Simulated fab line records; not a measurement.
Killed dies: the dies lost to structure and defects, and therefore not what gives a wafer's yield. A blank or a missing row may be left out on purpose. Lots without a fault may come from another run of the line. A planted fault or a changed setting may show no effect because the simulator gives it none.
Matching of chambers :: flow n5-finfet :: N5_BEOL_M8_STRIP_19 on rie-diel-05: 4 sister chambers
The step strips in O2. 16 wafers are shown with their chamber, then 8 later ones without.

WAFERS PAIRED WITH THEIR CHAMBERS
wafer: L076.1
chamber: 0
showerhead-plenum-p-Torr (Torr): 1.96
throttle-valve-pct (%): 16.43
drypump-motor-current-A (A): 5.2

wafer: L076.4
chamber: 1
showerhead-plenum-p-Torr (Torr): 2.09
throttle-valve-pct (%): 17.07
drypump-motor-current-A (A): 6.2

wafer: L076.5
chamber: 0
showerhead-plenum-p-Torr (Torr): 1.96
throttle-valve-pct (%): 16.42
drypump-motor-current-A (A): 5.2

wafer: L084.1
chamber: 2
showerhead-plenum-p-Torr (Torr): 2.12
throttle-valve-pct (%): 16.31
drypump-motor-current-A (A): 5.3

wafer: L084.4
chamber: 3
showerhead-plenum-p-Torr (Torr): 2.25
throttle-valve-pct (%): 16.23
drypump-motor-current-A (A): 5.5

wafer: L084.6
chamber: 0
showerhead-plenum-p-Torr (Torr): 1.95
throttle-valve-pct (%): 16.48
drypump-motor-current-A (A): 5.1

wafer: L085.1
chamber: 0
showerhead-plenum-p-Torr (Torr): 1.95
throttle-valve-pct (%): 16.46
drypump-motor-current-A (A): 5.1

wafer: L085.2
chamber: 3
showerhead-plenum-p-Torr (Torr): 2.24
throttle-valve-pct (%): 16.23
drypump-motor-current-A (A): 5.4

wafer: L085.4
chamber: 0
showerhead-plenum-p-Torr (Torr): 1.95
throttle-valve-pct (%): 16.49
drypump-motor-current-A (A): 5.1

wafer: L087.1
chamber: 0
showerhead-plenum-p-Torr (Torr): 1.95
throttle-valve-pct (%): 16.49
drypump-motor-current-A (A): 5.1

wafer: L087.2
chamber: 1
showerhead-plenum-p-Torr (Torr): 2.09
throttle-valve-pct (%): 17.07
drypump-motor-current-A (A): 6.1

wafer: L087.4
chamber: 2
showerhead-plenum-p-Torr (Torr): 2.12
throttle-valve-pct (%): 16.34
drypump-motor-current-A (A): 5.3

wafer: L089.1
chamber: 0
showerhead-plenum-p-Torr (Torr): 1.95
throttle-valve-pct (%): 16.50
drypump-motor-current-A (A): 5.1

wafer: L089.2
chamber: 3
showerhead-plenum-p-Torr (Torr): 2.24
throttle-valve-pct (%): 16.24
drypump-motor-current-A (A): 5.4

wafer: L089.6
chamber: 3
showerhead-plenum-p-Torr (Torr): 2.24
throttle-valve-pct (%): 16.26
drypump-motor-current-A (A): 5.5

wafer: L086.2
chamber: 1
showerhead-plenum-p-Torr (Torr): 2.09
throttle-valve-pct (%): 17.08
drypump-motor-current-A (A): 6.2

SIGNATURES, as means of the wafers listed above
reading: showerhead-plenum-p-Torr
chamber 0: 1.9529
chamber 1: 2.0900
chamber 2: 2.1200
chamber 3: 2.2425
scatter within a chamber: 0.00426

reading: throttle-valve-pct
chamber 0: 16.4671
chamber 1: 17.0733
chamber 2: 16.3250
chamber 3: 16.2400
scatter within a chamber: 0.0243

reading: drypump-motor-current-A
chamber 0: 5.129
chamber 1: 6.167
chamber 2: 5.300
chamber 3: 5.450
scatter within a chamber: 0.0508
Rule: for each reading, subtract the chamber's mean from the wafer's reading, divide by that reading's scatter and square the result; add these up over the readings and take the root, which gives the wafer's distance from the chamber. The wafer belongs to the nearest chamber; if the next one is less than 2 further off, it can't be placed. The scatter: the root of (the sum of the squares of (reading less its chamber's mean) over the shown wafers, divided by (wafers less chambers)).

WAFERS WITH NO CHAMBER GIVEN
wafer: L086.4
showerhead-plenum-p-Torr (Torr): 1.95
throttle-valve-pct (%): 16.48
drypump-motor-current-A (A): 5.2

wafer: L086.6
showerhead-plenum-p-Torr (Torr): 2.24
throttle-valve-pct (%): 16.23
drypump-motor-current-A (A): 5.4

wafer: L092.1
showerhead-plenum-p-Torr (Torr): 2.09
throttle-valve-pct (%): 17.10
drypump-motor-current-A (A): 6.1

wafer: L092.3
showerhead-plenum-p-Torr (Torr): 2.12
throttle-valve-pct (%): 16.36
drypump-motor-current-A (A): 5.2

wafer: L092.5
showerhead-plenum-p-Torr (Torr): 2.24
throttle-valve-pct (%): 16.26
drypump-motor-current-A (A): 5.4

wafer: L095.2
showerhead-plenum-p-Torr (Torr): 2.08
throttle-valve-pct (%): 17.12
drypump-motor-current-A (A): 6.1

wafer: L095.4
showerhead-plenum-p-Torr (Torr): 2.20
throttle-valve-pct (%): 16.10
drypump-motor-current-A (A): 5.2

wafer: L095.5
showerhead-plenum-p-Torr (Torr): 2.11
throttle-valve-pct (%): 16.37
drypump-motor-current-A (A): 5.3

EACH ONE'S CHAMBER
wafer: L086.4
from the rows above: 0
in truth: 0

wafer: L086.6
from the rows above: 3
in truth: 3

wafer: L092.1
from the rows above: 1
in truth: 1

wafer: L092.3
from the rows above: 2
in truth: 2

wafer: L092.5
from the rows above: 3
in truth: 3

wafer: L095.2
from the rows above: 1
in truth: 1

wafer: L095.4
from the rows above: 3
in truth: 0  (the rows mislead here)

wafer: L095.5
from the rows above: 2
in truth: 2
7 of 8 placed correctly. From these rows, 0 cannot be placed. Placed wrongly: 1.
